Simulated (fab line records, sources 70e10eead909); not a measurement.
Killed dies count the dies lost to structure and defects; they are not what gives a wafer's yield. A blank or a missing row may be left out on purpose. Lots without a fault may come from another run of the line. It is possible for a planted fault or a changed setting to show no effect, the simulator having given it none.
Which tool is to blame?    flow nand harc    72 wafers from 24 lots sampled at 2 of the route's 1302 steps

WHAT THE GAUGES SHOWED, per wafer
NHARC_A_SLIT_OVL_MEAS_10.
lot   measured      on          overlay x nm (nm)  overlay y nm (nm)
L075  day 19 15:09  overlay-01  -0.6 -0.6 -0.3     0.2 0.5 0.4
L074  day 20 08:08  overlay-01  0.4 0.6 0.6        2.0 1.5 1.4
L077  day 20 19:13  overlay-02  -0.4 0.1 -0.4      0.2 -0.2 0.5
L076  day 21 01:41  overlay-01  0.2 0.8 0.5        -0.8 -1.7 -0.9
L079  day 21 02:11  overlay-02  -0.8 -0.4 -0.1     -0.6 -0.8 -1.0
L078  day 20 22:56  overlay-02  -0.1 0.3 0.0       0.5 0.0 0.0
L080  day 21 23:29  overlay-02  1.4 0.9 0.9        -0.2 -0.3 -0.2
L082  day 23 02:17  overlay-01  -1.1 -0.6 -0.7     -1.4 -1.0 -0.4
L081  day 23 04:00  overlay-02  0.9 0.1 0.3        -0.6 0.1 -0.1
L083  day 23 18:41  overlay-02  -0.4 0.1 0.0       0.1 0.4 0.2
L084  day 24 08:58  overlay-02  0.6 1.5 0.6        0.9 1.1 0.4
L085  day 24 16:09  overlay-01  0.9 0.7 0.4        0.0 0.4 -0.4
L086  day 24 16:00  overlay-02  -0.6 -0.5 -0.5     1.1 0.6 1.1
L087  day 24 19:53  overlay-01  -0.2 0.6 0.8       1.0 1.0 1.1
L089  day 25 07:10  overlay-02  -0.8 -0.9 -0.4     0.8 0.5 1.0
L088  day 25 07:31  overlay-01  0.3 -0.1 0.2       0.1 0.3 0.1
L091  day 27 00:40  overlay-02  -0.6 -0.4 -0.9     0.3 0.4 0.5
L090  day 27 04:34  overlay-01  -0.2 0.4 -0.2      -1.1 -0.9 -1.2
L092  day 27 08:17  overlay-01  -0.4 0.4 -0.6      -0.4 -0.6 -0.2
L093  day 27 18:43  overlay-01  -0.4 -1.1 -0.3     -0.4 -0.7 -0.5
L094  day 28 08:29  overlay-02  -0.4 -0.7 -0.2     0.0 -0.8 -0.4
L095  day 28 08:13  overlay-01  -0.6 -0.6 -0.9     0.8 1.3 1.0
L096  day 28 21:56  overlay-02  -0.9 -0.8 -1.4     -0.1 -0.7 -0.2
L097  day 29 15:02  overlay-01  -0.9 0.2 -0.3      0.9 1.1 1.1

WHICH TOOL RAN EACH LOT (tool, then ch and the chambers of the sampled wafers, then the start)
lot   NHARC_A_STAIRCASE_CMP_450
L075  cmp-01 ch 1,2, day 19 01:28
L074  cmp-02 ch 2,3, day 19 17:19
L077  cmp-01 ch 0,2,3, day 20 02:19
L076  cmp-04 ch 0,2,3, day 20 08:03
L079  cmp-01 ch 1,2,3, day 20 08:22
L078  cmp-01 ch 2,3, day 20 09:11
L080  cmp-04 ch 0,2, day 21 06:04
L082  cmp-01 ch 0,2,3, day 22 10:54
L081  cmp-04 ch 0,1, day 22 11:11
L083  cmp-04 ch 0,3, day 23 03:16
L084  cmp-04 ch 1,2,3, day 23 17:05
L085  cmp-04 ch 1,2,3, day 24 00:47
L086  cmp-02 ch 1,2,3, day 24 04:20
L087  cmp-02 ch 0,1,2, day 24 05:07
L089  cmp-04 ch 2,3, day 24 16:34
L088  cmp-02 ch 1,2,3, day 24 17:45
L091  cmp-01 ch 0,1,2, day 26 04:59
L090  cmp-02 ch 0,1,3, day 26 05:16
L092  cmp-02 ch 1,3, day 26 12:08
L093  cmp-04 ch 0,1,3, day 27 04:25
L094  cmp-02 ch 0,1,2, day 27 16:10
L095  cmp-04 ch 0,1,2, day 27 16:23
L096  cmp-01 ch 0,1,3, day 28 05:04
L097  cmp-01 ch 0,1,2, day 28 18:16
- NHARC_A_STAIRCASE_CMP_450: polishes SiO2, target thk 200 nm.

WHAT THE TOOLS THEMSELVES READ (means of the sampled wafers that have a number; where no wafer has one, the mark that the record gives instead)
NHARC_A_STAIRCASE_CMP_450.
lot   tool    motor current A (A)  slurry filter dp kPa (kPa)
L075  cmp-01  14.1                 13.58
L074  cmp-02  12.5                 13.51
L077  cmp-01  12.4                 13.49
L076  cmp-04  11.6                 13.45
L079  cmp-01  13.5                 13.49
L078  cmp-01  13.5                 13.44
L080  cmp-04  13.0                 13.70
L082  cmp-01  13.0                 13.52
L081  cmp-04  10.8                 13.52
L083  cmp-04  12.1                 13.57
L084  cmp-04  10.1                 13.44
L085  cmp-04  10.1                 13.50
L086  cmp-02  12.2                 13.51
L087  cmp-02  11.8                 13.62
L089  cmp-04  10.8                 13.69
L088  cmp-02  11.9                 13.38
L091  cmp-01  12.6                 13.69
L090  cmp-02  11.1                 13.60
L092  cmp-02  11.9                 13.44
L093  cmp-04  11.4                 13.55
L094  cmp-02  11.6                 13.56
L095  cmp-04  11.6                 13.69
L096  cmp-01  12.6                 13.42
L097  cmp-01  12.6                 13.53

THE ANSWER, worked out from the rows above alone
Rule: the lots themselves supply what counts as usual. The widest of any qualifying gaps counts: lots, ordered by their means at a reading, are off when they make up no more than a third of the lots, leave a main group of 4 or more, and stand apart from it by 3 or more times the standard deviation of that group's means. If all means in a main group match to the digits the tables above print for the reading, that group is not used. Also off: a lot with no number at a reading for which 4 or more lots have one. Any other lot the step has rows for is counted as sound. After the gauges, taken in route order, come the tools' own readings; for these a lot's mean is taken, as printed above. The first step at which some lot is off is used, and at that step the reading that is off furthest; a lot without a number counts as furthest.
Across all readings shown, no lot is off: no conclusion can be drawn from this.

WHAT THE SIMULATOR PUT IN
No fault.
